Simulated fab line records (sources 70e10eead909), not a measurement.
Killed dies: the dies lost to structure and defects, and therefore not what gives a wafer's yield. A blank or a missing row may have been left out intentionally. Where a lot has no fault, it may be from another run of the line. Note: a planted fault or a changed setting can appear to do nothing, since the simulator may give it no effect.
Chamber matching || flow nand-harc || rie-diel-09 running NHARC_A_STAIRCASE_ETCH_292: 4 sister chambers
The step etches the open film in CF4/CHF3. 4 wafers are shown with their chamber, then 7 later ones without.

## WAFERS, EACH WITH ITS CHAMBER
{"wafer": "L091.2", "chamber": 0, "showerhead-plenum-p-Torr (Torr)": 1.54}
{"wafer": "L091.3", "chamber": 2, "showerhead-plenum-p-Torr (Torr)": 1.52}
{"wafer": "L094.1", "chamber": 1, "showerhead-plenum-p-Torr (Torr)": 1.62}
{"wafer": "L094.3", "chamber": 3, "showerhead-plenum-p-Torr (Torr)": 1.60}

## WAFERS WHOSE CHAMBER IS MISSING
{"wafer": "L094.6", "showerhead-plenum-p-Torr (Torr)": 1.54}
{"wafer": "L095.3", "showerhead-plenum-p-Torr (Torr)": 1.54}
{"wafer": "L095.4", "showerhead-plenum-p-Torr (Torr)": 1.62}
{"wafer": "L095.5", "showerhead-plenum-p-Torr (Torr)": 1.62}
{"wafer": "L096.1", "showerhead-plenum-p-Torr (Torr)": 1.54}
{"wafer": "L096.4", "showerhead-plenum-p-Torr (Torr)": 1.51}
{"wafer": "L096.6", "showerhead-plenum-p-Torr (Torr)": 1.60}

## WHICH CHAMBER EACH ONE RAN IN
{"wafer": "L094.6", "from the rows above": 0, "in truth": 0}
{"wafer": "L095.3", "from the rows above": 0, "in truth": 0}
{"wafer": "L095.4", "from the rows above": 1, "in truth": 1}
{"wafer": "L095.5", "from the rows above": 1, "in truth": 1}
{"wafer": "L096.1", "from the rows above": 0, "in truth": 0}
{"wafer": "L096.4", "from the rows above": 2, "in truth": 2}
{"wafer": "L096.6", "from the rows above": 3, "in truth": 3}
Correctly placed: 7 of 7. Number that these rows cannot place: 0. Number placed wrongly: 0.
How it was worked out, from the rows above alone: a wafer's distance from a chamber is the root of the sum, over the readings, of the square of ((its reading less the chamber's mean) divided by the reading's scatter). If the next closest chamber is less than 2 further off than the closest, the wafer can't be placed; otherwise it belongs to the closest. For every chamber, the mean is computed from those of its wafers that are shown. The scatter: root of mean squared gap, hidden wafer to nearest shown wafer, with one shown wafer a chamber.
